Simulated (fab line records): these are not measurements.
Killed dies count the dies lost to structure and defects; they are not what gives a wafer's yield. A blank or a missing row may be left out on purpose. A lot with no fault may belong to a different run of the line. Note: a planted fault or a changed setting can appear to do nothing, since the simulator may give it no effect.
fab line records ; flow nand_harc
record: lots: 7; wafers: 21; last_day: 33
route steps=1302 shown A_SGD_CUT@903 END@1302
lots untouched by any fault: they come from a run of this same line in which no faults occurred
start_h: hours from the record's opening day to when the first of the lot's shown wafers began ; wait_h: how many hours have passed since the lot's step before this one ; " as in the row above ; L1.1+2: a row that stands for several wafers ; - no value, or no start was given ; * or withheld: withheld ; < > ~ a bound
route shown NAME@n: NAME is a module with steps in the file, n the number in the route of the first one ; usual: average and standard deviation across the fault-free wafers ; same: alike in all rows ; chamber/n: place in a boat ; sites: the reading at each site ; _std_site: how widely they spread, as a standard deviation ; _edge_site: inner sites' mean taken away from outer sites' mean ; radius_mm: how far each site lies from the wafer's centre ; mask NAME#n: copy n ; behind: the most recent tool/chamber to have shaped the wafer ; hold: what put the lot on hold/how long, in hours/how the hold closed ; device: names the non-switching transistor (n, p or np) ; end of line: at the end of the route, the tests of the same wafers ; step lacking rows: just its recipe ; killed: count of dies lost to structure and defects at first sort (not the wafer's yield) ; map: a wafer's dies, marking killed ones x, the rest . and places with no die _
set.NAME: the setting the step ran with; set.NAME@STEP: the setting that earlier step ran with ; model.NAME: the simulator's own value behind a step, which no gauge read
lots at some steps of the route; a table a step, a row a wafer
services: a tool's chamber out of use, with start hour (start_h, from the record's first day; less than 0 if before it), hours out, and reason
== steps ==
step: NHARC_A_SGD_CUT_INSPECT_11
usual: raw_defect_count: 52/28
lot.wafer;tool;chamber;start_h;wait_h;raw_defect_count
L946.1;defect_inspect-02;-;535.10;0.0;95
L946.2;defect_inspect-02;-;535.10;0.0;64
L946.5;defect_inspect-02;-;535.10;0.0;86
L948.1;defect_inspect-02;-;544.14;0.0;47
L948.3;defect_inspect-02;-;544.14;0.0;57
L948.6;defect_inspect-02;-;544.14;0.0;57
L949.4;defect_inspect-02;-;544.30;0.0;51
L949.5;defect_inspect-02;-;544.30;0.0;62
L949.6;defect_inspect-02;-;544.30;0.0;66
L953.2;defect_inspect-02;-;578.55;0.0;50
L953.3;defect_inspect-02;-;578.55;0.0;55
L953.5;defect_inspect-02;-;578.55;0.0;36
L956.1;defect_inspect-02;-;634.49;0.0;22
L956.2;defect_inspect-02;-;634.49;0.0;17
L956.3;defect_inspect-02;-;634.49;0.0;18
L958.3;defect_inspect-02;-;640.44;0.0;67
L958.5;defect_inspect-02;-;640.44;0.0;57
L958.6;defect_inspect-02;-;640.44;0.0;58
L959.1;defect_inspect-01;-;647.65;0.0;15
L959.4;defect_inspect-01;-;647.65;0.0;23
L959.5;defect_inspect-01;-;647.65;0.0;18
step: NHARC_A_SGD_CUT_DESCUM_14
recipe: time_s: 3; o2_flow_sccm: 200; ar_flow_sccm: 0; bias_power_w: 0; chemistry: O2
usual: drypump_motor_current_A: 5.8/0.32; o2_flow_sccm: 200.0/0.59; oes_product_au: 0.997/0.011; rf_vpp_V: 57.5/0.91; showerhead_plenum_p_Torr: 1.84/0.077; throttle_valve_pct: 11.311/0.0079
lot.wafer;tool;chamber;start_h;wait_h;drypump_motor_current_A;o2_flow_sccm;oes_product_au;rf_hours_counter_h;rf_vpp_V;showerhead_plenum_p_Torr;throttle_valve_pct
L946.2;rie_diel-11;1;535.16;0.1;5.6;199.9;1.002;6.9;58.2;2.04;11.327
L946.1;rie_diel-11;3;535.16;0.1;5.8;200.3;0.989;7.1;58.3;2.04;11.321
L946.5;rie_diel-11;3;535.16;0.1;5.8;199.4;0.989;-;57.8;2.04;11.314
L948.3;rie_diel-01;2;544.20;0.1;5.6;200.1;0.997;10.1;55.4;1.79;11.300
L948.1;rie_diel-01;0;544.20;0.1;5.9;200.7;0.978;7.4;57.4;1.88;11.322
L948.6;rie_diel-01;3;544.20;0.1;6.0;200.7;0.996;-;55.8;1.80;11.314
L949.4;rie_diel-04;2;544.37;0.1;5.8;199.1;0.983;0.5;56.1;1.80;11.305
L949.5;rie_diel-04;0;544.37;0.1;5.3;200.8;0.981;-;58.3;1.77;11.303
L949.6;rie_diel-04;1;544.37;0.1;6.5;199.4;1.009;-;56.6;1.77;11.309
L953.2;rie_diel-01;3;578.63;0.1;6.0;199.2;1.005;0.2;57.7;1.80;11.307
L953.3;rie_diel-01;0;578.63;0.1;6.0;199.8;0.989;0.2;57.5;1.88;11.310
L953.5;rie_diel-01;2;578.63;0.1;5.7;200.2;0.996;-;56.1;1.79;11.305
L956.2;rie_diel-01;3;634.55;0.1;6.0;198.6;1.003;3.4;57.2;1.80;11.315
L956.3;rie_diel-01;0;634.55;0.1;6.0;199.8;1.001;2.8;58.6;1.88;11.315
L956.1;rie_diel-01;2;634.55;0.1;5.7;200.1;1.005;3.4;56.5;1.79;11.304
L958.3;rie_diel-01;0;640.52;0.1;6.0;201.0;0.998;3.0;58.1;1.88;11.306
L958.6;rie_diel-01;2;640.52;0.1;5.7;199.2;0.992;-;58.9;1.79;11.319
L958.5;rie_diel-01;3;640.52;0.1;6.0;199.6;0.992;-;56.9;1.80;11.317
L959.1;rie_diel-01;2;647.72;0.1;5.7;199.1;0.991;4.3;59.0;1.79;11.311
L959.4;rie_diel-01;3;647.72;0.1;6.0;200.9;1.010;4.2;58.1;1.80;11.330
L959.5;rie_diel-01;3;647.72;0.1;6.0;201.0;0.997;-;58.0;1.80;11.318
step: NHARC_A_SGD_CUT_ETCH_58
recipe: target_depth_a: 390; over_etch_frac: 0.3; time_s: 65; ion_energy_ev: 80; cf4_flow_sccm: 150; ar_flow_sccm: 0; rf_w: 300; bias_w: 100; chemistry: CF4
usual: drypump_motor_current_A: 5.8/0.31; oes_product_au: 0.995/0.011; rf_vpp_V: 150.5/1.2; showerhead_plenum_p_Torr: 1.70/0.066; throttle_valve_pct: 13.285/0.0085
lot.wafer;tool;chamber;start_h;wait_h;drypump_motor_current_A;oes_product_au;rf_hours_counter_h;rf_vpp_V;showerhead_plenum_p_Torr;throttle_valve_pct
L946.2;rie_diel-11;2;535.27;0.1;5.3;1.000;7.6;151.7;1.78;13.293
L946.1;rie_diel-11;3;535.27;0.1;5.8;0.992;7.1;151.2;1.88;13.274
L946.5;rie_diel-11;2;535.27;0.1;5.3;1.004;-;152.7;1.78;13.286
L948.3;rie_diel-01;1;544.29;0.1;6.0;0.994;8.6;148.8;1.66;13.287
L948.1;rie_diel-01;2;544.29;0.1;5.7;1.005;10.1;148.6;1.66;13.289
L948.6;rie_diel-01;2;544.29;0.1;5.7;0.999;-;149.1;1.66;13.289
L949.4;rie_diel-04;0;544.44;0.1;5.3;0.977;0.3;149.9;1.65;13.287
L949.5;rie_diel-04;0;544.44;0.1;5.4;0.980;-;148.6;1.65;13.278
L949.6;rie_diel-04;1;544.44;0.1;6.6;1.001;-;149.8;1.65;13.279
L953.2;rie_diel-01;3;578.70;0.1;6.0;1.008;0.2;151.4;1.67;13.279
L953.3;rie_diel-01;1;578.70;0.1;6.0;0.992;0.4;149.2;1.66;13.285
L953.5;rie_diel-01;2;578.70;0.1;5.6;0.990;-;150.3;1.66;13.274
L956.2;rie_diel-01;2;634.63;0.1;5.6;1.002;3.4;150.1;1.66;13.288
L956.3;rie_diel-01;3;634.63;0.1;6.0;1.003;3.4;149.0;1.67;13.302
L956.1;rie_diel-01;0;634.63;0.1;5.9;1.007;2.8;151.9;1.74;13.298
L958.3;rie_diel-01;1;640.58;0.1;6.0;0.965;3.9;152.6;1.66;13.281
L958.6;rie_diel-01;1;640.58;0.1;6.0;0.973;-;150.5;1.66;13.271
L958.5;rie_diel-01;2;640.58;0.1;5.6;1.001;-;149.8;1.66;13.279
L959.4;rie_diel-01;3;647.81;0.1;6.0;0.987;4.2;149.7;1.67;13.295
L959.1;rie_diel-01;1;647.81;0.1;5.9;0.970;4.2;151.5;1.66;13.286
L959.5;rie_diel-01;3;647.81;0.1;6.0;0.997;-;150.4;1.67;13.285
step: NHARC_A_SGD_CUT_ETCH_59
recipe: target_depth_a: 2600; over_etch_frac: 0.25; time_s: 406.25; ion_energy_ev: 200; n2_flow_sccm: 150; h2_flow_sccm: 150; ar_flow_sccm: 0; rf_w: 400; bias_w: 150; chemistry: N2/H2
step: NHARC_A_SGD_CUT_ETCH_15
recipe: target_depth_a: 750; time_s: 64.3; ch3f_flow_sccm: 50; o2_flow_sccm: 30; ar_flow_sccm: 200; rf_w: 500; bias_w: 100; chemistry: CH3F/O2
usual: drypump_motor_current_A: 5.8/0.33; o2_flow_sccm: 29.99/0.086; oes_product_au: 0.955/0.018; rf_vpp_V: 262.3/1.7; showerhead_plenum_p_Torr: 2.36/0.095; throttle_valve_pct: 20.664/0.0089
lot.wafer;tool;chamber;start_h;wait_h;drypump_motor_current_A;o2_flow_sccm;oes_product_au;rf_hours_counter_h;rf_vpp_V;showerhead_plenum_p_Torr;throttle_valve_pct
L946.1;rie_diel-11;2;-;-;5.3;29.98;0.966;7.9;265.7;2.48;20.649
L946.2;rie_diel-11;1;-;-;5.6;29.92;0.968;7.1;264.3;2.62;20.666
L946.5;rie_diel-11;2;-;-;5.3;29.92;0.957;-;264.8;2.48;20.655
L948.1;rie_diel-01;1;-;-;5.9;29.98;0.964;8.7;263.3;2.30;20.668
L948.3;rie_diel-01;0;-;-;6.0;30.09;0.955;7.6;262.8;2.42;20.667
L948.6;rie_diel-01;2;-;-;5.6;30.10;0.962;-;262.1;2.30;20.666
L949.4;rie_diel-04;0;-;-;5.3;29.97;0.956;0.4;260.6;2.28;20.649
L949.6;rie_diel-04;1;-;-;6.5;30.04;0.968;-;259.6;2.28;20.666
L949.5;rie_diel-04;2;-;-;5.7;29.93;0.967;-;261.6;2.31;20.686
L953.2;rie_diel-01;0;-;-;6.0;29.93;0.986;0.5;263.8;2.42;20.671
L953.3;rie_diel-01;3;-;-;6.0;29.90;0.981;0.4;261.5;2.32;20.664
L953.5;rie_diel-01;0;-;-;5.9;29.91;0.970;-;263.3;2.42;20.677
L956.2;rie_diel-01;1;-;-;5.9;29.93;0.968;3.7;262.2;2.30;20.663
L956.3;rie_diel-01;2;-;-;5.7;30.08;0.980;3.7;261.1;2.30;20.664
L956.1;rie_diel-01;3;-;-;6.0;29.99;0.960;3.6;260.7;2.31;20.654
L958.3;rie_diel-01;1;-;-;5.9;30.13;0.912;4.0;260.5;2.30;20.674
L958.6;rie_diel-01;2;-;-;5.7;29.92;0.927;-;261.6;2.30;20.662
L958.5;rie_diel-01;3;-;-;6.0;30.10;0.930;-;263.8;2.31;20.684
L959.1;rie_diel-01;3;-;-;6.0;29.97;0.962;4.3;260.9;2.31;20.654
L959.4;rie_diel-01;1;-;-;5.9;29.85;0.960;4.5;261.7;2.30;20.677
L959.5;rie_diel-01;3;-;-;6.0;30.00;0.967;-;262.4;2.31;20.658
step: NHARC_A_SGD_CUT_ETCH_16
recipe: target_depth_a: 3105; time_s: 155.2; c4f8_flow_sccm: withheld; o2_flow_sccm: 8; ar_flow_sccm: withheld; rf_w: 600; bias_w: 800; chemistry: C4F8/O2/Ar
usual: oes_product_au: 0.966/0.016; rf_vpp_V: 719/4.3
lot.wafer;tool;chamber;start_h;wait_h;oes_product_au;rf_hours_counter_h;rf_vpp_V
L946.1;rie_diel-11;1;-;-;0.998;7.2;730
L946.2;rie_diel-11;2;-;-;0.982;7.9;724
L946.5;rie_diel-11;1;-;-;0.990;-;731
L948.3;rie_diel-01;1;-;-;0.972;8.8;717
L948.1;rie_diel-01;3;-;-;0.958;8.5;717
L948.6;rie_diel-01;0;-;-;0.957;-;721
L949.4;rie_diel-04;0;-;-;0.957;0.4;716
L949.6;rie_diel-04;1;-;-;0.985;-;715
L949.5;rie_diel-04;2;-;-;0.981;-;716
L953.2;rie_diel-01;3;-;-;0.992;0.4;717
L953.3;rie_diel-01;0;-;-;0.982;0.5;722
L953.5;rie_diel-01;1;-;-;0.966;-;716
L956.3;rie_diel-01;2;-;-;0.983;3.7;717
L956.2;rie_diel-01;3;-;-;0.972;3.6;717
L956.1;rie_diel-01;0;-;-;0.964;3.0;721
L958.3;rie_diel-01;1;-;-;0.927;4.1;717
L958.6;rie_diel-01;2;-;-;0.937;-;717
L958.5;rie_diel-01;3;-;-;0.950;-;717
L959.1;rie_diel-01;1;-;-;0.950;4.5;717
L959.4;rie_diel-01;2;-;-;0.967;4.6;716
L959.5;rie_diel-01;0;-;-;0.976;-;721
step: NHARC_A_SGD_CUT_STRIP_60
recipe: c4f8_flow_sccm: withheld; o2_flow_sccm: 8; ar_flow_sccm: withheld; bias_w: 0; chemistry: C4F8/O2/Ar
step: NHARC_A_SGD_CUT_STRIP_17
recipe: o2_flow_sccm: 500; ar_flow_sccm: 0; bias_w: 0; chemistry: O2
usual: drypump_motor_current_A: 5.8/0.33; o2_flow_sccm: 500.1/1.6; oes_product_au: 0.996/0.0099; rf_vpp_V: 57.5/0.83; showerhead_plenum_p_Torr: 3.39/0.13; throttle_valve_pct: 17.037/0.0097
lot.wafer;tool;chamber;start_h;wait_h;drypump_motor_current_A;o2_flow_sccm;oes_product_au;rf_hours_counter_h;rf_vpp_V;showerhead_plenum_p_Torr;throttle_valve_pct
L946.2;rie_diel-11;2;-;-;5.3;496.9;0.997;8.0;59.9;3.55;17.027
L946.1;rie_diel-11;1;-;-;5.6;502.9;1.000;7.3;58.4;3.75;17.036
L946.5;rie_diel-11;1;-;-;5.6;501.1;0.996;-;58.0;3.75;17.033
L948.1;rie_diel-01;0;-;-;6.0;503.1;0.989;7.7;57.5;3.47;17.056
L948.3;rie_diel-01;1;-;-;6.0;500.6;0.995;8.8;57.9;3.31;17.030
L948.6;rie_diel-01;2;-;-;5.7;500.7;0.994;-;57.6;3.31;17.044
L949.4;rie_diel-04;1;-;-;6.6;499.1;1.010;0.8;56.9;3.28;17.033
L949.6;rie_diel-04;0;-;-;5.3;500.7;1.002;-;56.4;3.29;17.037
L949.5;rie_diel-04;1;-;-;6.6;500.8;1.006;-;57.2;3.28;17.036
L953.2;rie_diel-01;3;-;-;6.0;499.0;0.998;0.7;56.9;3.33;17.030
L953.3;rie_diel-01;0;-;-;5.9;499.5;0.985;0.7;58.3;3.47;17.034
L953.5;rie_diel-01;3;-;-;6.0;499.0;1.008;-;56.3;3.33;17.027
L956.3;rie_diel-01;2;-;-;5.7;498.0;1.007;3.8;57.8;3.31;17.029
L956.2;rie_diel-01;0;-;-;5.9;501.8;1.003;3.0;57.9;3.47;17.038
L956.1;rie_diel-01;1;-;-;5.9;499.8;0.997;3.9;56.5;3.31;17.035
L958.3;rie_diel-01;0;-;-;6.0;501.8;0.999;3.2;57.7;3.47;17.033
L958.6;rie_diel-01;0;-;-;6.0;501.5;0.998;-;58.2;3.47;17.030
L958.5;rie_diel-01;1;-;-;5.9;500.3;0.991;-;57.5;3.31;17.043
L959.1;rie_diel-01;0;-;-;6.0;501.6;0.985;3.6;58.2;3.47;17.055
L959.4;rie_diel-01;1;-;-;6.0;499.3;0.979;4.5;57.3;3.31;17.033
L959.5;rie_diel-01;3;-;-;6.1;498.1;1.001;-;57.9;3.33;17.025
step: NHARC_A_SGD_CUT_PRECLEAN_18
recipe: time_s: *; temp_c: 50; bath_age_min: 0; chemistry: SC1
step: NHARC_A_SGD_CUT_SRD_19
step: NHARC_A_SGD_CUT_DEP_20
recipe: target_thk_a: 1500; temp_c: 65; material: SiO2
step: NHARC_A_SGD_CUT_ANNEAL_27
recipe: temp_c: 450; time_s: 1800
step: NHARC_A_SGD_CUT_CMP_21
recipe: target_thk_nm: 148.19
usual: edge_zone_pressure_frac: 1.000/0.0048; motor_current_A: 11.8/1.1; time_to_endpoint_s: 51.3/2.9
lot.wafer;tool;chamber;start_h;wait_h;edge_zone_pressure_frac;motor_current_A;time_to_endpoint_s
L946.2;cmp-01;0;541.11;0.4;-;-;-
L946.1;cmp-01;3;541.11;0.4;-;-;-
L946.5;cmp-01;0;541.11;0.4;-;-;-
L948.1;cmp-01;0;550.10;0.4;-;-;-
L948.3;cmp-01;1;550.10;0.4;-;-;-
L948.6;cmp-01;0;550.10;0.4;-;-;-
L949.4;cmp-03;3;550.12;0.4;-;-;-
L949.6;cmp-03;2;550.12;0.4;-;-;-
L949.5;cmp-03;3;550.12;0.4;-;-;-
L953.2;cmp-04;3;584.71;0.4;1.006;13.3;44.3
L953.3;cmp-04;0;584.71;0.4;0.999;12.3;46.6
L953.5;cmp-04;2;584.71;0.4;1.003;10.5;51.5
L956.1;cmp-03;1;640.46;0.4;0.992;11.2;55.4
L956.2;cmp-03;2;640.46;0.4;0.999;12.7;55.4
L956.3;cmp-03;3;640.46;0.4;1.009;12.0;56.4
L958.3;cmp-03;3;646.32;0.4;1.005;11.2;49.4
L958.5;cmp-03;1;646.32;0.4;0.988;11.0;49.0
L958.6;cmp-03;2;646.32;0.4;0.994;12.9;47.3
L959.1;cmp-03;0;653.50;0.4;0.996;11.3;51.3
L959.4;cmp-03;1;653.50;0.4;1.001;10.7;54.1
L959.5;cmp-03;0;653.50;0.4;0.997;10.8;49.5
step: NHARC_END_SORT_01
recipe: temp_c: 25
usual: killed_at_array: 58/18; killed_at_other: 1.0/1.5; killed_at_periphery: 4/3.1; killed_dies: 64/18; killed_open: 3.4/1.9; killed_short: 2.7/1.7
same: gross_dies: 677
lot.wafer;tool;chamber;start_h;wait_h;killed_at_array;killed_at_other;killed_at_periphery;killed_dies;killed_open;killed_short
L946.1;prober-01;0;662.41;2.5;665;3;9;677;3;0
L946.2;prober-01;0;663.22;2.8;663;7;7;677;3;2
L946.5;prober-01;0;665.65;3.7;660;3;14;677;1;2
L948.1;prober-01;0;670.52;2.5;665;2;10;677;2;4
L948.3;prober-01;0;672.12;3.1;668;2;7;677;8;3
L948.6;prober-01;0;674.53;4.0;670;1;6;677;3;5
L949.4;prober-01;0;680.75;3.4;675;2;0;677;2;5
L949.5;prober-01;0;681.55;3.7;670;0;7;677;5;1
L949.6;prober-01;0;682.36;4.0;676;0;1;677;0;1
L953.2;prober-01;0;701.18;2.8;64;0;1;65;3;5
L953.3;prober-01;0;701.98;3.1;73;0;6;79;5;0
L953.5;prober-01;0;703.58;3.7;59;0;6;65;5;3
L956.1;prober-01;0;766.70;2.5;29;2;5;36;4;3
L956.2;prober-01;0;767.51;2.8;28;1;3;32;4;4
L956.3;prober-01;0;768.32;3.1;19;2;5;26;3;2
L958.3;prober-02;0;778.38;3.1;74;6;3;83;4;4
L958.5;prober-02;0;780.01;3.8;77;5;6;88;0;4
L958.6;prober-02;0;780.82;4.1;74;3;5;82;2;2
killed by level:class
L946.1 A_SGD_CUT:area_cmp=575 A_CHANNEL_HOLE_D1:chamber_film_flake=39 A_SLIT:chamber_film_flake=28 A_CHANNEL_HOLE_D2:chamber_film_flake=13 P_CONTACT:chamber_film_flake=7 A_DECK1_JOINT:chamber_film_flake=3 THIN_TSV:chamber_film_flake=3 A_CONTACT:chamber_film_flake=2
L946.2 A_SGD_CUT:area_cmp=596 A_SLIT:chamber_film_flake=27 A_CHANNEL_HOLE_D1:chamber_film_flake=20 A_CHANNEL_HOLE_D2:chamber_film_flake=8 THIN_TSV:chamber_film_flake=7 P_M2:chamber_film_flake=3 A_SGD_CUT:chamber_film_flake=3 A_DECK1_JOINT:chamber_film_flake=2
L946.5 A_SGD_CUT:area_cmp=580 A_CHANNEL_HOLE_D1:chamber_film_flake=31 A_SLIT:chamber_film_flake=26 A_CHANNEL_HOLE_D2:chamber_film_flake=14 P_CONTACT:chamber_film_flake=12 A_CONTACT:chamber_film_flake=5 THIN_TSV:chamber_film_flake=3 A_M1:chamber_film_flake=2
L948.1 A_SGD_CUT:area_cmp=624 A_CHANNEL_HOLE_D1:chamber_film_flake=28 P_BONDPAD:chamber_film_flake=4 A_DECK1_JOINT:chamber_film_flake=3 A_SOURCE_PLATE:geometric_particle:short=2 P_M0:chamber_film_flake=2 P_M2:chamber_film_flake=2 A_WL_FILL:chamber_film_flake=2
L948.3 A_SGD_CUT:area_cmp=620 A_CHANNEL_HOLE_D1:chamber_film_flake=31 A_M0:geometric_particle:open=2 P_ZERO_WELL:chamber_film_flake=2 P_BONDPAD:chamber_film_flake=2 A_SLIT:chamber_film_flake=2 A_WL_FILL:chamber_film_flake=2 A_CONTACT:chamber_film_flake=2
L948.6 A_SGD_CUT:area_cmp=619 A_CHANNEL_HOLE_D1:chamber_film_flake=35 A_STAIRCASE:chamber_film_flake=3 A_SLIT:chamber_film_flake=3 A_CONTACT:chamber_film_flake=3 P_CONTACT:geometric_particle:open=2 P_CONTACT:geometric_particle:short=2 A_WL_FILL:chamber_film_flake=2
L949.4 A_SGD_CUT:area_cmp=629 A_CHANNEL_HOLE_D1:chamber_film_flake=32 A_CONTACT:chamber_film_flake=4 A_CHANNEL_FILL_D2:geometric_particle:short=2 A_CHANNEL_FILL_D2:chamber_film_flake=2 A_CHANNEL_FILL_D1:geometric_particle:short=1 A_DECK1_JOINT:geometric_particle:open=1 A_ONON_D2:geometric_particle:open=1
L949.5 A_SGD_CUT:area_cmp=623 A_CHANNEL_HOLE_D1:chamber_film_flake=38 A_CONTACT:chamber_film_flake=2 P_GATE:geometric_particle:open=1 P_CONTACT:geometric_particle:open=1 P_M0:geometric_particle:open=1 P_M1:geometric_particle:open=1 A_ONON_D1:geometric_particle:short=1
L949.6 A_SGD_CUT:area_cmp=636 A_CHANNEL_HOLE_D1:chamber_film_flake=32 A_WL_FILL:geometric_particle:short=1 P_BONDPAD:chamber_film_flake=1 A_CHANNEL_HOLE_D2:chamber_film_flake=1 A_CHANNEL_FILL_D1:chamber_film_flake=1 A_STAIRCASE:chamber_film_flake=1 A_SGD_CUT:chamber_film_flake=1
L953.2 A_SLIT:chamber_film_flake=24 A_CHANNEL_HOLE_D2:chamber_film_flake=16 A_STAIRCASE:chamber_film_flake=4 A_M0:geometric_particle:open=3 A_CHANNEL_HOLE_D1:chamber_film_flake=3 A_CHANNEL_FILL_D2:chamber_film_flake=3 A_WL_FILL:chamber_film_flake=3 A_CHANNEL_FILL_D1:geometric_particle:short=2
L953.3 A_SLIT:chamber_film_flake=30 A_CHANNEL_HOLE_D2:chamber_film_flake=22 A_CHANNEL_HOLE_D1:chamber_film_flake=4 A_STAIRCASE:chamber_film_flake=4 A_WL_FILL:chamber_film_flake=3 A_BLC:geometric_particle:open=2 P_ZERO_WELL:chamber_film_flake=2 P_GATE:chamber_film_flake=2
L953.5 A_SLIT:chamber_film_flake=29 A_CHANNEL_HOLE_D2:chamber_film_flake=13 A_CHANNEL_HOLE_D1:chamber_film_flake=3 A_WL_FILL:chamber_film_flake=3 P_ZERO_WELL:chamber_film_flake=2 A_CONTACT:chamber_film_flake=2 P_M0:geometric_particle:open=1 P_M0:geometric_particle:short=1
L956.1 A_CHANNEL_HOLE_D1:chamber_film_flake=11 A_SLIT:chamber_film_flake=6 P_STI:chamber_film_flake=2 P_BONDPAD:chamber_film_flake=2 A_CHANNEL_FILL_D1:chamber_film_flake=2 THIN_TSV:chamber_film_flake=2 A_CHANNEL_FILL_D1:geometric_particle:open=1 A_CHANNEL_FILL_D1:geometric_particle:short=1
L956.2 A_CHANNEL_HOLE_D1:chamber_film_flake=9 A_SLIT:chamber_film_flake=7 A_CHANNEL_FILL_D2:geometric_particle:short=2 A_STAIRCASE:chamber_film_flake=2 P_CONTACT:geometric_particle:open=1 A_ONON_D1:geometric_particle:short=1 A_CHANNEL_FILL_D1:geometric_particle:short=1 A_WL_FILL:geometric_particle:open=1
L956.3 A_CHANNEL_HOLE_D1:chamber_film_flake=9 P_GATE:chamber_film_flake=3 A_STAIRCASE:chamber_film_flake=3 A_CHANNEL_FILL_D1:geometric_particle:open=2 THIN_TSV:chamber_film_flake=2 A_SGD_CUT:geometric_particle:short=1 A_WL_FILL:geometric_particle:short=1 A_M1:geometric_particle:open=1
L958.3 A_SLIT:chamber_film_flake=24 A_CHANNEL_HOLE_D2:chamber_film_flake=21 A_CONTACT:chamber_film_flake=10 A_STAIRCASE:chamber_film_flake=6 THIN_TSV:chamber_film_flake=6 A_DECK1_JOINT:geometric_particle:short=3 A_CHANNEL_HOLE_D1:chamber_film_flake=3 A_ONON_D2:geometric_particle:open=2
L958.5 A_SLIT:chamber_film_flake=28 A_CHANNEL_HOLE_D2:chamber_film_flake=21 A_CONTACT:chamber_film_flake=12 P_GATE:chamber_film_flake=6 A_CHANNEL_HOLE_D1:chamber_film_flake=6 THIN_TSV:chamber_film_flake=5 A_BONDPAD:chamber_film_flake=3 A_BLC:chamber_film_flake=2
L958.6 A_SLIT:chamber_film_flake=33 A_CHANNEL_HOLE_D2:chamber_film_flake=18 A_CONTACT:chamber_film_flake=7 A_CHANNEL_HOLE_D1:chamber_film_flake=4 P_GATE:chamber_film_flake=3 A_STAIRCASE:chamber_film_flake=3 A_BLC:chamber_film_flake=3 THIN_TSV:chamber_film_flake=3
map L946.1 (x killed, . not)
____________x____________
_________xxxxxxx_________
_______xxxxxxxxxxx_______
______xxxxxxxxxxxxx______
_____xxxxxxxxxxxxxxx_____
____xxxxxxxxxxxxxxxxx____
____xxxxxxxxxxxxxxxxx____
___xxxxxxxxxxxxxxxxxxx___
___xxxxxxxxxxxxxxxxxxx___
__xxxxxxxxxxxxxxxxxxxxx__
__xxxxxxxxxxxxxxxxxxxxx__
_xxxxxxxxxxxxxxxxxxxxxxx_
_xxxxxxxxxxxxxxxxxxxxxxx_
_xxxxxxxxxxxxxxxxxxxxxxx_
_xxxxxxxxxxxxxxxxxxxxxxx_
_xxxxxxxxxxxxxxxxxxxxxxx_
xxxxxxxxxxxxxxxxxxxxxxxxx
xxxxxxxxxxxxxxxxxxxxxxxxx
xxxxxxxxxxxxxxxxxxxxxxxxx
xxxxxxxxxxxxxxxxxxxxxxxxx
xxxxxxxxxxxxxxxxxxxxxxxxx
_xxxxxxxxxxxxxxxxxxxxxxx_
_xxxxxxxxxxxxxxxxxxxxxxx_
_xxxxxxxxxxxxxxxxxxxxxxx_
_xxxxxxxxxxxxxxxxxxxxxxx_
_xxxxxxxxxxxxxxxxxxxxxxx_
__xxxxxxxxxxxxxxxxxxxxx__
__xxxxxxxxxxxxxxxxxxxxx__
___xxxxxxxxxxxxxxxxxxx___
___xxxxxxxxxxxxxxxxxxx___
____xxxxxxxxxxxxxxxxx____
____xxxxxxxxxxxxxxxxx____
_____xxxxxxxxxxxxxxx_____
______xxxxxxxxxxxxx______
_______xxxxxxxxxxx_______
_________xxxxxxx_________
____________x____________
map L948.1 (x killed, . not)
____________x____________
_________xxxxxxx_________
_______xxxxxxxxxxx_______
______xxxxxxxxxxxxx______
_____xxxxxxxxxxxxxxx_____
____xxxxxxxxxxxxxxxxx____
____xxxxxxxxxxxxxxxxx____
___xxxxxxxxxxxxxxxxxxx___
___xxxxxxxxxxxxxxxxxxx___
__xxxxxxxxxxxxxxxxxxxxx__
__xxxxxxxxxxxxxxxxxxxxx__
_xxxxxxxxxxxxxxxxxxxxxxx_
_xxxxxxxxxxxxxxxxxxxxxxx_
_xxxxxxxxxxxxxxxxxxxxxxx_
_xxxxxxxxxxxxxxxxxxxxxxx_
_xxxxxxxxxxxxxxxxxxxxxxx_
xxxxxxxxxxxxxxxxxxxxxxxxx
xxxxxxxxxxxxxxxxxxxxxxxxx
xxxxxxxxxxxxxxxxxxxxxxxxx
xxxxxxxxxxxxxxxxxxxxxxxxx
xxxxxxxxxxxxxxxxxxxxxxxxx
_xxxxxxxxxxxxxxxxxxxxxxx_
_xxxxxxxxxxxxxxxxxxxxxxx_
_xxxxxxxxxxxxxxxxxxxxxxx_
_xxxxxxxxxxxxxxxxxxxxxxx_
_xxxxxxxxxxxxxxxxxxxxxxx_
__xxxxxxxxxxxxxxxxxxxxx__
__xxxxxxxxxxxxxxxxxxxxx__
___xxxxxxxxxxxxxxxxxxx___
___xxxxxxxxxxxxxxxxxxx___
____xxxxxxxxxxxxxxxxx____
____xxxxxxxxxxxxxxxxx____
_____xxxxxxxxxxxxxxx_____
______xxxxxxxxxxxxx______
_______xxxxxxxxxxx_______
_________xxxxxxx_________
____________x____________
== services ==
tool;chamber;start_h;hours;kind
rie_diel-01;0;512.40;-;clean
rie_diel-01;1;512.40;-;clean
cmp-04;-;528.32;1.3;repair
rie_diel-04;-;532.05;9.0;pm
cmp-01;-;533.22;3.2;repair
rie_diel-11;0;534.41;1.7;repair
rie_diel-01;-;557.90;9.0;pm
cmp-03;-;564.60;4.0;pm
cmp-03;-;573.88;1.9;repair
cmp-01;-;577.61;4.0;pm
rie_diel-01;0;584.93;15.9;repair
cmp-03;-;591.49;3.9;repair
cmp-01;-;596.74;0.4;repair
cmp-04;-;600.78;1.7;repair
rie_diel-01;1;602.96;5.1;repair
cmp-04;-;608.54;2.7;repair
rie_diel-11;-;609.50;9.0;pm
rie_diel-04;1;618.33;43.9;repair
cmp-04;-;629.68;1.5;repair
cmp-01;-;635.40;2.7;repair
rie_diel-01;-;642.54;0.3;repair
cmp-04;-;644.19;9.6;repair
cmp-03;-;645.01;0.9;repair
rie_diel-04;0;651.43;3.7;repair
== key ==
first_sign: step: NHARC_A_SGD_CUT_CMP_21; reading: tool_record; direction: missing
effect: step: NHARC_END_SORT_01; reading: killed_at_array; direction: up; sigmas: 35; usual: 58; struck: 668
more_kills_born_at: NHARC_A_SGD_CUT_CMP_21@cmp-01: 3614; NHARC_A_SGD_CUT_CMP_21@cmp-03: 1888
met_at NHARC_A_SGD_CUT_CMP_21
struck_wafers L946.1,L946.2,L946.5,L948.1,L948.3,L948.6,L949.4,L949.5,L949.6
later_rows_left_out L946.1,L946.2,L946.5,L948.1,L948.3,L948.6,L949.4,L949.5,L949.6
tester_left_out L946,L948,L949
fault: kind: skipped_step_whole; tool: cmp-01,cmp-03; chamber: -; onset_h: 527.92; steps: NHARC_A_SGD_CUT_CMP_21; scope: struck_lots_only
tester_left_out: of these lots the tester's yield and bins aren't shown, on N5 and GAA mostly nor the transistor test; their killed dies are dies lost to structure and defects alone, not to doping, threshold or leakage, so they don't give the yield
later_rows_left_out: the simulator's readings of these wafers behind a module that went badly wrong aren't trusted and aren't shown, but for the sort
